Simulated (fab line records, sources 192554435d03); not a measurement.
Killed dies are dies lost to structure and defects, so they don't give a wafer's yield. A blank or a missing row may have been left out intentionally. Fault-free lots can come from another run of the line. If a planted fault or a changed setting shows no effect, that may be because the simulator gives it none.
Chamber matching | flow n5-finfet | N5_BEOL_M12_ETCH_67 on rie-diel-05: 4 sister chambers
The step etches SiARC in CF4, target depth 143 nm, time 238.3 s. 8 wafers are shown with their chamber, then 10 later ones without.

EACH WAFER AND ITS CHAMBER
wafer  | chamber | showerhead-plenum-p-Torr (Torr) | throttle-valve-pct (%)
L083.4 | 0       | 2.03                            | 15.79
L084.2 | 2       | 2.13                            | 15.54
L084.3 | 3       | 2.13                            | 16.08
L084.6 | 0       | 2.03                            | 15.78
L086.2 | 2       | 2.12                            | 15.55
L086.4 | 3       | 2.12                            | 16.06
L087.3 | 1       | 2.17                            | 15.68
L087.5 | 1       | 2.17                            | 15.70

WAFERS WITH NO CHAMBER GIVEN
wafer  | showerhead-plenum-p-Torr (Torr) | throttle-valve-pct (%)
L087.6 | 2.03                            | 15.78
L088.1 | 2.12                            | 15.57
L088.5 | 2.02                            | 15.80
L088.6 | 2.17                            | 15.69
L090.2 | 2.12                            | 16.11
L090.4 | 2.12                            | 15.58
L090.5 | 2.17                            | 15.70
L093.1 | 2.17                            | 15.69
L093.3 | 2.12                            | 15.59
L093.4 | 2.12                            | 16.09

WHICH CHAMBER EACH WENT THROUGH
wafer  | from the rows above | in truth
L087.6 | 0                   | 0
L088.1 | 2                   | 2
L088.5 | 0                   | 0
L088.6 | 1                   | 1
L090.2 | 3                   | 3
L090.4 | 2                   | 2
L090.5 | 1                   | 1
L093.1 | 1                   | 1
L093.3 | 2                   | 2
L093.4 | 3                   | 3
10 of 10 placed correctly. From these rows, 0 cannot be placed. 0 placed wrongly.
How it was worked out, from the rows above alone: a wafer's distance from a chamber is the root of the sum, over the readings, of the square of ((its reading less the chamber's mean) divided by the reading's scatter). If the next closest chamber is less than 2 further off than the closest, the wafer can't be placed; otherwise it belongs to the closest. Each chamber's mean is taken over the wafers shown for it. The scatter: take each reading less its chamber's mean, square it, sum over the shown wafers, divide by the number of wafers less the number of chambers, and take the root.
